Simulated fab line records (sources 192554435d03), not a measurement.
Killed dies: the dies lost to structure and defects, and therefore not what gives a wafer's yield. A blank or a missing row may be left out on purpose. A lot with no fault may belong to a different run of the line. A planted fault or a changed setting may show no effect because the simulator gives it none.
fab line records	flow n5_finfet	part 1 of 2: steps 1 to 19 of 26
record lots=5	wafers=15	last_day=17
route steps=1938 shown BEOL_M8@1344
lots that met no fault: taken from a fault-free run of the same line
start_h: hours from the record's first day to the start of the lot's first wafer shown	wait_h: hours elapsed since this lot's preceding step	" repeats the value in the row above	L1.1+2: a single row standing in for several wafers	- either no value or no given start	* or withheld: withheld	< > ~ a bound
route shown NAME@n: NAME is a module with steps in the file, n the number in the route of the first one	usual: mean and standard deviation over wafers with no fault	same: alike in all rows	chamber/n: place in a boat	sites: per-site readings	_std_site: the standard deviation of these	_edge_site: outer sites' mean less inner sites'	radius_mm: for every site, how far away it sits from the centre of the wafer	mask NAME#n: copy n	behind: the last tool/chamber to shape the wafer	hold: why the lot was held/for how many hours/how that ended	device: transistor that didn't switch, given as n, p or np	end of line: the same wafers' tests at the end of the route	a step with no rows: only its recipe	killed: at the first sort, the dies lost to defects and structure; wafer yield is something else	map: shows each die of a wafer: x if killed, . if not, _ if none is there
set.NAME: the run value of the setting; set.NAME@STEP: its run value at that earlier step	model.NAME: the simulator's own value behind a step, which no gauge read
a table for each step, a row for each wafer; lots at some steps of the route
services: when a tool's chamber went out of use (start_h, in hours from the record's first day, below 0 if earlier), for how many hours, and the reason
## steps
# step N5_BEOL_M8_DEVELOP_10
# recipe develop_time_s=30	developer=TMAH	resist=CAR-ArF	rinse_liquid=diw	dry=air_spin	dev_temp_c=23
# usual chill_plate_temp_C=22.99/0.1
# same develop_time_s=30
lot.wafer	tool	chamber	start_h	wait_h	chill_plate_temp_C
L077.2	litho_track-02	0	-	-	23.10
L077.4	"	0	"	"	23.10
L077.6	"	0	"	"	23.03
L087.1	litho_track-05	0	-	-	23.03
L087.4	"	0	"	"	23.05
L087.5	"	0	"	"	22.96
L090.3	litho_track-02	0	-	-	22.88
L090.4	"	0	"	"	22.94
L090.5	"	0	"	"	23.09
L093.3	litho_track-02	0	-	-	22.79
L093.4	"	0	"	"	22.81
L093.5	"	0	"	"	22.85
L097.1	litho_track-04	0	-	-	22.97
L097.2	"	0	"	"	22.91
L097.3	"	0	"	"	23.02
# step N5_BEOL_M8_CD_MEAS_11
# recipe target_cd_nm=38.5	landing_energy_ev=500	detector=se_inlens	polarity=opening
# usual cd_nm=38.5/0.37
lot.wafer	tool	chamber	start_h	wait_h	cd_nm
L077.2	cd_sem-02	0	221.38	-	38.1
L077.4	"	0	"	"	38.8
L077.6	"	0	"	"	38.4
L087.1	cd_sem-01	0	285.37	-	37.9
L087.4	"	0	"	"	38.0
L087.5	"	0	"	"	38.0
L090.3	cd_sem-03	0	298.82	-	38.6
L090.4	"	0	"	"	38.8
L090.5	"	0	"	"	38.3
L093.3	cd_sem-01	0	314.39	-	38.4
L093.4	"	0	"	"	38.8
L093.5	"	0	"	"	38.8
L097.1	cd_sem-02	0	336.79	-	38.1
L097.2	"	0	"	"	38.7
L097.3	"	0	"	"	38.4
# step N5_BEOL_M8_OVL_MEAS_12
# recipe points_per_wafer=44
# usual M8_OVL=-0.2/0.67
lot.wafer	tool	chamber	start_h	wait_h	M8_OVL[nm]
L077.2	overlay-01	0	221.41	0.0	-0.8
L077.4	"	0	"	"	-0.1
L077.6	"	0	"	"	0.6
L087.1	overlay-02	0	285.40	0.0	0.6
L087.4	"	0	"	"	0.8
L087.5	"	0	"	"	0.8
L090.3	overlay-01	0	298.85	0.0	-0.9
L090.4	"	0	"	"	-0.1
L090.5	"	0	"	"	0.5
L093.3	overlay-02	0	314.42	0.0	-1.8
L093.4	"	0	"	"	-0.8
L093.5	"	0	"	"	-0.9
L097.1	overlay-02	0	336.82	0.0	-0.4
L097.2	"	0	"	"	0.4
L097.3	"	0	"	"	0.9
# step N5_BEOL_M8_INSPECT_13
# recipe mode=adi	inspect_instrument=brightfield
# usual raw_defect_count=461/100
lot.wafer	tool	chamber	start_h	wait_h	raw_defect_count
L077.2	defect_inspect-01	-	221.43	0.0	483
L077.4	"	-	"	"	557
L077.6	"	-	"	"	505
L087.1	defect_inspect-01	-	285.42	0.0	505
L087.4	"	-	"	"	650
L087.5	"	-	"	"	625
L090.3	defect_inspect-02	-	298.88	0.0	390
L090.4	"	-	"	"	676
L090.5	"	-	"	"	520
L093.3	defect_inspect-01	-	314.44	0.0	391
L093.4	"	-	"	"	344
L093.5	"	-	"	"	252
L097.1	defect_inspect-02	-	336.85	0.0	384
L097.2	"	-	"	"	422
L097.3	"	-	"	"	524
# step N5_BEOL_M8_DESCUM_16
# recipe chemistry=O2	time_s=7.9	source_power_w=50	bias_power_w=20	pressure_mtorr=20	rf_frequency_hz=2.712e+07	temp_c=40	resist=CAR-ArF	o2_flow_sccm=225
# usual drypump_motor_current_A=5.8/0.48	oes_product_au=0.78/0.091	rf_vpp_V=243.2/1.4	showerhead_plenum_p_Torr=2.10/0.075	throttle_valve_pct=20.33/0.24
lot.wafer	tool	chamber	start_h	wait_h	drypump_motor_current_A	oes_product_au	rf_hours_counter_h	rf_vpp_V	showerhead_plenum_p_Torr	throttle_valve_pct
L077.2	rie_diel-05	3	221.47	0.0	5.4	0.71	207	243.1	2.07	20.56
L077.4	"	0	"	"	5.2	0.70	237	244.3	2.15	20.58
L077.6	"	1	"	"	6.1	0.98	-	241.7	2.05	20.13
L087.1	rie_diel-03	0	285.88	0.5	6.3	0.84	64	242.2	2.04	20.38
L087.4	"	3	"	"	6.3	0.75	165	242.9	2.00	20.35
L087.5	"	3	"	"	6.3	0.74	-	241.5	2.00	20.34
L090.3	rie_diel-05	1	298.91	0.0	6.1	0.89	30	243.9	2.04	20.19
L090.4	"	2	"	"	6.3	0.69	238	243.4	2.06	20.63
L090.5	"	2	"	"	6.3	0.68	-	242.2	2.06	20.62
L093.3	rie_diel-03	3	314.48	0.0	6.3	0.75	174	240.7	2.00	20.35
L093.4	"	0	"	"	6.3	0.84	73	241.5	2.04	20.39
L093.5	"	2	"	"	6.6	0.67	-	243.9	2.14	20.77
L097.1	rie_diel-03	1	336.88	0.0	5.7	0.74	159	243.6	2.18	20.15
L097.2	"	0	"	"	6.3	0.82	84	241.6	2.03	20.42
L097.3	"	3	"	"	6.3	0.73	185	240.8	1.99	20.39
# step N5_BEOL_M8_ETCH_61
# recipe chemistry=CF4	target=SiARC	target_depth_a=455	mask_material=CAR-ArF	time_s=75.8	ion_energy_ev=80	pressure_mtorr=40	source_w=545	bias_w=36	Ar_flow_sccm=100	cf4_flow_sccm=100	ends=cleared
# usual bias_w=36.00/0.11	drypump_motor_current_A=5.8/0.47	etch_rf_on_time_s=76.6/1.3	oes_product_au=0.66/0.08	rf_vpp_V=184.1/1.2	showerhead_plenum_p_Torr=2.15/0.071	throttle_valve_pct=15.55/0.26
lot.wafer	tool	chamber	start_h	wait_h	bias_w	drypump_motor_current_A	etch_rf_on_time_s	oes_product_au	rf_hours_counter_h	rf_vpp_V	showerhead_plenum_p_Torr	throttle_valve_pct
L077.2	rie_diel-05	3	221.50	0.0	35.83	5.4	77.8	0.61	207	183.0	2.13	15.82
L077.4	"	0	"	"	36.18	5.2	77.6	0.59	237	185.2	2.20	15.77
L077.6	"	1	"	"	36.09	6.1	75.1	0.85	-	182.9	2.11	15.31
L087.1	rie_diel-03	0	285.92	0.0	35.92	6.3	76.4	0.72	64	183.6	2.09	15.52
L087.4	"	3	"	"	35.98	6.3	75.5	0.64	165	182.7	2.05	15.59
L087.5	"	3	"	"	35.97	6.3	75.8	0.65	-	184.9	2.05	15.59
L090.3	rie_diel-05	1	298.94	0.0	36.07	6.1	75.0	0.76	30	184.4	2.10	15.38
L090.4	"	2	"	"	35.99	6.3	76.9	0.58	238	185.6	2.12	15.89
L090.5	"	2	"	"	36.15	6.3	77.0	0.58	-	183.8	2.12	15.88
L093.3	rie_diel-03	3	314.51	0.0	35.99	6.3	75.5	0.64	174	183.8	2.05	15.59
L093.4	"	0	"	"	35.89	6.3	74.9	0.72	73	181.9	2.09	15.55
L093.5	"	2	"	"	36.07	6.6	77.1	0.57	-	183.4	2.20	16.03
L097.1	rie_diel-03	1	336.92	0.0	35.88	5.6	76.5	0.64	159	184.4	2.23	15.40
L097.2	"	0	"	"	36.03	6.3	75.5	0.70	84	183.5	2.08	15.56
L097.3	"	3	"	"	36.12	6.3	76.0	0.63	185	183.4	2.05	15.61
# step N5_BEOL_M8_ETCH_62
# recipe chemistry=N2/H2	target=SOC	target_depth_a=1100	overetch_a=220	mask_material=SiARC	temp_c=40	time_s=165	ion_energy_ev=200	pressure_mtorr=30	source_w=840	bias_w=150	n2_flow_sccm=200	h2_flow_sccm=200
# usual bias_w=150.0/0.48	drypump_motor_current_A=5.8/0.48	oes_product_au=0.66/0.075	rf_vpp_V=523.9/2.6	showerhead_plenum_p_Torr=2.55/0.089	throttle_valve_pct=17.74/0.27
lot.wafer	tool	chamber	start_h	wait_h	bias_w	drypump_motor_current_A	oes_product_au	rf_hours_counter_h	rf_vpp_V	showerhead_plenum_p_Torr	throttle_valve_pct
L077.2	rie_diel-05	3	221.56	0.0	149.8	5.4	0.61	207	522.8	2.53	18.02
L077.4	"	0	"	"	150.1	5.2	0.60	237	526.7	2.61	17.95
L077.6	"	1	"	"	149.9	6.1	0.83	-	521.6	2.50	17.60
L087.1	rie_diel-03	0	285.98	0.0	150.7	6.3	0.72	64	520.9	2.47	17.63
L087.4	"	3	"	"	150.1	6.3	0.64	165	520.4	2.42	17.67
L087.5	"	3	"	"	150.2	6.3	0.63	-	520.1	2.42	17.67
L090.3	rie_diel-05	1	299.00	0.0	150.1	6.2	0.76	30	522.7	2.49	17.65
L090.4	"	2	"	"	148.8	6.3	0.59	238	523.2	2.51	18.08
L090.5	"	2	"	"	149.1	6.3	0.58	-	521.9	2.51	18.07
L093.3	rie_diel-03	3	314.57	0.0	150.3	6.3	0.63	174	521.1	2.42	17.70
L093.4	"	0	"	"	149.8	6.3	0.70	73	521.9	2.46	17.65
L093.5	"	2	"	"	150.1	6.6	0.58	-	526.0	2.61	18.32
L097.1	rie_diel-03	1	336.97	0.0	150.4	5.7	0.63	159	525.9	2.64	17.45
L097.2	"	0	"	"	151.1	6.3	0.70	84	521.5	2.46	17.68
L097.3	"	3	"	"	150.8	6.3	0.63	185	520.5	2.42	17.71
# step N5_BEOL_M8_STRIP_68
# recipe chemistry=N2/H2	temp_c=40	n2_flow_sccm=200	h2_flow_sccm=200	rf_frequency_hz=6e+07
lot.wafer	tool	chamber	start_h	wait_h
L077.2+4+6	rie_diel-05	3,0,1	221.70	0.1
L087.1+4+5	rie_diel-03	0,3,3	286.11	0.1
L090.3+4+5	rie_diel-05	1,2,2	299.14	0.1
L093.3+4+5	rie_diel-03	3,0,2	314.70	0.1
L097.1+2+3	rie_diel-03	1,0,3	337.11	0.1
# step N5_BEOL_M8_STRIP_67
# recipe chemistry=CF4	resist=SiARC	power_w=300	bias_power_w=75	pressure_mtorr=50	cf4_flow_sccm=150	rf_frequency_hz=6e+07
# usual drypump_motor_current_A=5.8/0.47	oes_product_au=0.78/0.088	rf_vpp_V=271.3/1.7	showerhead_plenum_p_Torr=1.80/0.059	throttle_valve_pct=13.54/0.27
lot.wafer	tool	chamber	start_h	wait_h	drypump_motor_current_A	oes_product_au	rf_hours_counter_h	rf_vpp_V	showerhead_plenum_p_Torr	throttle_valve_pct
L077.2	rie_diel-05	3	221.71	0.0	5.3	0.72	207	271.0	1.78	13.80
L077.4	"	0	"	"	5.2	0.70	237	271.8	1.84	13.77
L077.6	"	1	"	"	6.2	0.99	-	269.6	1.77	13.26
L087.1	rie_diel-03	0	286.12	0.0	6.3	0.84	64	270.5	1.76	13.49
L087.4	"	3	"	"	6.3	0.75	165	271.2	1.72	13.58
L087.5	"	3	"	"	6.3	0.75	-	268.9	1.72	13.57
L090.3	rie_diel-05	1	299.15	0.0	6.1	0.88	30	272.0	1.76	13.31
L090.4	"	2	"	"	6.3	0.68	238	271.8	1.78	13.89
L090.5	"	2	"	"	6.3	0.68	-	270.1	1.78	13.89
L093.3	rie_diel-03	3	314.71	0.0	6.3	0.75	174	270.7	1.72	13.60
L093.4	"	0	"	"	6.3	0.83	73	271.2	1.75	13.53
L093.5	"	2	"	"	6.6	0.68	-	270.8	1.84	14.05
L097.1	rie_diel-03	1	337.12	0.0	5.7	0.74	159	271.7	1.87	13.42
L097.2	"	0	"	"	6.3	0.81	84	270.9	1.75	13.54
L097.3	"	3	"	"	6.3	0.74	185	267.7	1.71	13.61
# step N5_BEOL_M8_HM_OPEN_17
# recipe chemistry=Cl2/BCl3	target_depth_a=200	overetch_a=60	target=TiN	mask_material=SOC	ion_energy_ev=150	pressure_mtorr=10	icp_w=1000	bias_w=126	Cl2_flow_sccm=53.25	bcl3_flow_sccm=21.75	Ar_flow_sccm=25
# usual bias_w=126.0/0.4	drypump_motor_current_A=5.7/0.4	oes_product_au=0.65/0.061	throttle_valve_pct=22.03/0.1
lot.wafer	tool	chamber	start_h	wait_h	bias_w	drypump_motor_current_A	oes_product_au	rf_hours_counter_h	throttle_valve_pct
L077.2	rie_metal-01	1	221.75	0.0	125.7	5.8	0.64	65	21.92
L077.4	"	0	"	"	125.3	6.6	0.70	-	22.07
L077.6	"	0	"	"	125.8	6.6	0.69	-	22.06
L087.1	rie_metal-02	1	286.16	0.0	125.8	5.5	0.60	74	22.19
L087.4	"	1	"	"	126.7	5.5	0.59	-	22.18
L087.5	"	1	"	"	126.2	5.5	0.60	-	22.18
L090.3	rie_metal-02	1	299.22	0.1	126.4	5.5	0.59	-	22.20
L090.4	"	0	"	"	126.1	5.9	0.72	-	21.91
L090.5	"	1	"	"	125.9	5.5	0.59	-	22.18
L093.3	rie_metal-02	1	314.78	0.1	126.1	5.5	0.59	-	22.16
L093.4	"	0	"	"	125.9	5.9	0.72	-	21.89
L093.5	"	1	"	"	125.8	5.4	0.59	-	22.18
L097.1	rie_metal-03	1	337.16	0.0	126.0	5.7	0.57	88	22.07
L097.2	"	0	"	"	125.6	5.2	0.70	23	22.08
L097.3	"	1	"	"	125.2	5.6	0.58	-	22.06
# step N5_BEOL_M8_STRIP_19
# recipe chemistry=O2	power_w=400	temp_c=40	pressure_mtorr=30	rf_frequency_hz=6e+07	bias_power_w=0	overash_fraction=0.2	o2_flow_sccm=225
# usual drypump_motor_current_A=5.8/0.48	oes_product_au=0.77/0.079	rf_vpp_V=3.6/0.6	showerhead_plenum_p_Torr=2.11/0.078	throttle_valve_pct=16.58/0.24
lot.wafer	tool	chamber	start_h	wait_h	drypump_motor_current_A	oes_product_au	rf_hours_counter_h	rf_vpp_V	showerhead_plenum_p_Torr	throttle_valve_pct
L077.2	rie_diel-01	2	221.86	0.1	5.4	0.81	88	3.7	2.22	16.47
L077.4	"	1	"	"	6.1	0.71	211	4.2	1.99	16.62
L077.6	"	3	"	"	5.1	0.80	-	3.4	2.20	16.35
L087.1	rie_diel-03	2	286.33	0.1	6.6	0.69	245	3.7	2.15	17.02
L087.4	"	3	"	"	6.3	0.75	165	3.9	2.00	16.63
L087.5	"	0	"	"	6.3	0.84	-	4.4	2.04	16.57
L090.3	rie_diel-01	0	299.30	0.1	5.5	0.88	38	3.9	2.13	16.11
L090.4	"	1	"	"	6.1	0.69	236	2.3	1.98	16.65
L090.5	"	2	"	"	5.4	0.78	-	3.6	2.21	16.51
L093.3	rie_diel-01	3	314.86	0.1	5.1	0.75	113	4.1	2.19	16.41
L093.4	"	2	"	"	5.4	0.78	123	2.3	2.21	16.52
L093.5	"	2	"	"	5.4	0.78	-	3.8	2.21	16.52
L097.1	rie_diel-05	0	337.36	0.2	5.2	0.90	20	3.7	2.15	16.41
L097.2	"	3	"	"	5.3	0.69	249	2.9	2.06	16.90
L097.3	"	1	"	"	6.1	0.87	45	3.3	2.04	16.43
# step N5_BEOL_M8_CD_MEAS_18
# recipe pitch_nm=80	target_cd_nm=40
# usual cd_nm=40.1/0.44
lot.wafer	tool	chamber	start_h	wait_h	cd_nm
L077.2	cd_sem-01	-	221.93	0.1	40.6
L077.4	"	-	"	"	40.7
L077.6	"	-	"	"	40.1
L087.1	cd_sem-01	-	286.41	0.1	39.4
L087.4	"	-	"	"	39.6
L087.5	"	-	"	"	39.5
L090.3	cd_sem-01	-	299.37	0.1	39.9
L090.4	"	-	"	"	40.6
L090.5	"	-	"	"	40.0
L093.3	cd_sem-02	-	314.94	0.1	40.1
L093.4	"	-	"	"	39.8
L093.5	"	-	"	"	40.4
L097.1	cd_sem-01	-	337.43	0.0	39.5
L097.2	"	-	"	"	40.2
L097.3	"	-	"	"	39.4
# step N5_BEOL_M8_COAT_63
# recipe resist=SOC	temp_c=250	time_s=60	spin_rpm=1500	resist_thk_nm=60
# usual chill_plate_temp_C=22.98/0.1	heater_power_total_W=500.6/1.8
lot.wafer	tool	chamber	start_h	wait_h	chill_plate_temp_C	heater_power_total_W
L077.2	litho_track-02	0	222.01	0.1	23.03	501.2
L077.4	"	0	"	"	23.03	501.1
L077.6	"	0	"	"	23.01	500.1
L087.1	litho_track-05	0	287.63	1.2	22.81	498.1
L087.4	"	0	"	"	22.98	500.2
L087.5	"	0	"	"	22.90	501.1
L090.3	litho_track-02	0	299.43	0.1	22.98	503.2
L090.4	"	0	"	"	23.16	497.3
L090.5	"	0	"	"	22.91	498.6
L093.3	litho_track-04	0	315.26	0.3	22.77	497.9
L093.4	"	0	"	"	22.91	499.3
L093.5	"	0	"	"	22.93	499.5
L097.1	litho_track-05	0	340.80	3.4	22.95	501.6
L097.2	"	0	"	"	22.81	498.4
L097.3	"	0	"	"	23.12	501.7
# step N5_BEOL_M8_COAT_64
# recipe resist=SiARC	temp_c=220	time_s=60	spin_rpm=1500	resist_thk_nm=12
# usual chill_plate_temp_C=23.00/0.12	heater_power_total_W=427.4/2.1
lot.wafer	tool	chamber	start_h	wait_h	chill_plate_temp_C	heater_power_total_W
L077.2	litho_track-02	0	-	-	23.15	424.6
L077.4	"	0	"	"	23.04	429.5
L077.6	"	0	"	"	23.10	424.3
L087.1	litho_track-05	0	-	-	23.10	426.7
L087.4	"	0	"	"	23.01	424.2
L087.5	"	0	"	"	22.85	428.5
L090.3	litho_track-02	0	-	-	23.01	426.8
L090.4	"	0	"	"	22.98	429.3
L090.5	"	0	"	"	22.91	424.2
L093.3	litho_track-04	0	-	-	23.04	427.3
L093.4	"	0	"	"	22.85	424.1
L093.5	"	0	"	"	22.93	430.3
L097.1	litho_track-05	0	-	-	22.85	425.2
L097.2	"	0	"	"	22.92	428.4
L097.3	"	0	"	"	22.81	429.7
# step N5_BEOL_M8_COAT_71
# recipe resist=underlayer	temp_c=205	time_s=60	spin_rpm=1500	resist_thk_nm=5
# usual chill_plate_temp_C=23.00/0.099	heater_power_total_W=391.9/1.4
lot.wafer	tool	chamber	start_h	wait_h	chill_plate_temp_C	heater_power_total_W
L077.2	litho_track-02	0	-	-	22.81	390.2
L077.4	"	0	"	"	22.73	393.9
L077.6	"	0	"	"	22.90	393.3
L087.1	litho_track-05	0	-	-	22.94	392.5
L087.4	"	0	"	"	22.93	393.9
L087.5	"	0	"	"	23.01	390.3
L090.3	litho_track-02	0	-	-	23.10	391.1
L090.4	"	0	"	"	23.02	390.1
L090.5	"	0	"	"	22.94	392.3
L093.3	litho_track-04	0	-	-	23.06	390.7
L093.4	"	0	"	"	22.96	392.1
L093.5	"	0	"	"	23.18	393.9
L097.1	litho_track-05	0	-	-	23.07	393.4
L097.2	"	0	"	"	23.14	390.9
L097.3	"	0	"	"	23.04	391.5
# step N5_BEOL_M8_COAT_22
# recipe resist=CAR-EUV	spin_rpm=1500	resist_thk_nm=30
# usual chill_plate_temp_C=22.99/0.1
lot.wafer	tool	chamber	start_h	wait_h	chill_plate_temp_C
L077.2	litho_track-02	0	-	-	22.87
L077.4	"	0	"	"	22.83
L077.6	"	0	"	"	23.11
L087.1	litho_track-05	0	-	-	22.94
L087.4	"	0	"	"	22.97
L087.5	"	0	"	"	22.97
L090.3	litho_track-02	0	-	-	23.10
L090.4	"	0	"	"	23.00
L090.5	"	0	"	"	23.01
L093.3	litho_track-04	0	-	-	23.03
L093.4	"	0	"	"	22.98
L093.5	"	0	"	"	23.08
L097.1	litho_track-05	0	-	-	23.10
L097.2	"	0	"	"	22.97
L097.3	"	0	"	"	22.99
# step N5_BEOL_M8_EBR_24
# recipe solvent=PGMEA	ebr_width_mm=1.5
# usual chill_plate_temp_C=23.01/0.1
lot.wafer	tool	chamber	start_h	wait_h	chill_plate_temp_C
L077.2	litho_track-02	0	-	-	23.06
L077.4	"	0	"	"	23.14
L077.6	"	0	"	"	23.19
L087.1	litho_track-05	0	-	-	22.94
L087.4	"	0	"	"	22.90
L087.5	"	0	"	"	22.95
L090.3	litho_track-02	0	-	-	23.05
L090.4	"	0	"	"	23.07
L090.5	"	0	"	"	23.05
L093.3	litho_track-04	0	-	-	23.08
L093.4	"	0	"	"	23.22
L093.5	"	0	"	"	23.20
L097.1	litho_track-05	0	-	-	23.18
L097.2	"	0	"	"	23.04
L097.3	"	0	"	"	23.13
# step N5_BEOL_M8_SOFTBAKE_23
# recipe temp_c=110	time_s=60	resist=CAR-EUV
# usual chill_plate_temp_C=23.00/0.092	heater_power_total_W=175.1/1.6
lot.wafer	tool	chamber	start_h	wait_h	chill_plate_temp_C	heater_power_total_W
L077.2	litho_track-02	0	-	-	22.91	174.3
L077.4	"	0	"	"	22.84	175.8
L077.6	"	0	"	"	22.99	176.5
L087.1	litho_track-05	0	-	-	23.09	174.0
L087.4	"	0	"	"	23.07	175.5
L087.5	"	0	"	"	22.96	177.5
L090.3	litho_track-02	0	-	-	22.86	173.9
L090.4	"	0	"	"	22.80	173.2
L090.5	"	0	"	"	23.08	174.2
L093.3	litho_track-04	0	-	-	22.99	173.0
L093.4	"	0	"	"	23.11	175.9
L093.5	"	0	"	"	23.07	174.3
L097.1	litho_track-05	0	-	-	22.98	173.5
L097.2	"	0	"	"	22.97	174.7
L097.3	"	0	"	"	22.93	173.5
# step N5_BEOL_M8_EXPOSE_25
# recipe mask_id=V7	na=0.33	source_shape=annular	sigma_inner=0.4	sigma_outer=0.8	polarization=unpolarized	target_cd_nm=40	dose_mj=42.5
lot.wafer	tool	chamber	start_h	wait_h	mask
L077.2+4+6	euv_scanner-02	0	222.29	-	V7#0
L087.1+4+5	euv_scanner-01	0	287.94	-	V7#0
L090.3+4+5	euv_scanner-02	0	299.71	-	V7#0
L093.3+4+5	euv_scanner-02	0	315.53	-	V7#0
L097.1+2+3	euv_scanner-01	0	341.06	-	V7#0
